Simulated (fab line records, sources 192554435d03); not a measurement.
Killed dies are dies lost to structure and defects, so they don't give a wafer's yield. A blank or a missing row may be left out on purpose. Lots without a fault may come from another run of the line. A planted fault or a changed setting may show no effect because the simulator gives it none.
Problem report in the 8D (eight disciplines) form, filled by code | flow n5_finfet | the parts of the form that need people (team, actions taken, sign-off) are left out

1. THE PROBLEM
killed_at_M4_up at N5_PASSIVATION_PROBE_49 reads a mean of 73 on 1 wafer of 1 lot; wafers without a fault read 15 with a standard deviation of 5.6. That is +10 standard deviations from the usual mean.
First seen on wafer L694.5, day 21 11:43, on prober-02. The record holds 3 wafers of 1 lot with a number at this step. Rule for "out", or "out of limits": more than 4 standard deviations from the usual mean. The other wafers with a number count as sound.

2. WHAT IT IS AND WHAT IT IS NOT
question                    | is                | is not
which readings at this step | killed_at_M4_up   | killed_at_M0_to_M3, killed_at_contacts, killed_at_front_end, killed_at_other, killed_open, killed_short, sort_bin_4_leakage, sort_bin_6_memory, sort_bin_8_speed
which lots                  | L694              | -
which wafers of those lots  | L694.5            | L694.2, L694.3
read on which tools         | prober-02         | -
when                        | from day 21 11:43 | up to then (2 sound wafers)

3. SUSPECTS, AND WHAT RULES EACH OUT
Counting: a tool at a process step up to the reading stays a suspect if it ran every lot that is out. Sound lots after the first of them don't rule it out here, since some wafers of a struck lot are sound.
- pvd_sputter-01 at N5_BEOL_M5_PRE_CLEAN_45 (time 30 s): kept. It ran the lot that is out, L694 (day 16 08:19).
- rie_diel-03 at N5_MIM_BOT_ETCH_STRIP_01 (strips in O2): kept. It ran the lot that is out, L694 (day 21 00:55).
- rie_diel-03 at N5_PASSIVATION_STRIP_48 (strips in O2): kept. It ran the lot that is out, L694 (day 21 09:01).
- prober-02 at N5_PASSIVATION_PROBE_49: kept. It ran the lot that is out, L694 (day 21 11:34). Its own readings are out on those wafers: killed_at_M4_up.
Left after counting: pvd_sputter-01 at N5_BEOL_M5_PRE_CLEAN_45, rie_diel-03 at N5_MIM_BOT_ETCH_STRIP_01, rie_diel-03 at N5_PASSIVATION_STRIP_48, prober-02 at N5_PASSIVATION_PROBE_49.

4. THE CAUSE (what the simulator had put in)
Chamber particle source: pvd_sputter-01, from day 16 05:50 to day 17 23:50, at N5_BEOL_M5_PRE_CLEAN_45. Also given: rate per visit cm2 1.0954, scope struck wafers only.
Counting left 4 suspects, and this tool is among them.

5. THE CHAIN OF EFFECTS, in route order
Each row: a reading whose mean over the struck wafers that have a number lies more than 3 standard deviations from the usual. Only readings for which the record gives a usual standard deviation are gone through. hours: the time from each lot's start at the first step in this table that gives one to its start at this step, as a median over the lots. sigmas: the change in usual standard deviations.
hours | step                    | reading             | usual | on struck wafers | change | sigmas
0     | N5_PASSIVATION_PROBE_49 | killed_at_M4_up     | 15    | 73               | +58    | +10
0     | N5_PASSIVATION_PROBE_49 | killed_on_rim       | 14    | 28               | +14    | +3.3
0     | N5_PASSIVATION_PROBE_49 | sort_bin_5_function | 5.3 % | 8.6              | +3.3   | +3.3
The process steps in it:
- N5_PASSIVATION_PROBE_49

6. WHAT WOULD HAVE CAUGHT IT SOONER
In this record the first reading out of limits was taken at day 21 11:43, 126 hours after the fault began at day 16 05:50.
Of the tool readings at N5_BEOL_M5_PRE_CLEAN_45 for which the record gives a usual standard deviation, none was out on any struck wafer, so an alarm limit of 4 standard deviations on them would not have fired.
All the lots that are out (1) had begun N5_BEOL_M5_PRE_CLEAN_45 on pvd_sputter-01 by day 21 11:43. A hold on the tool at that time would have spared none of them.
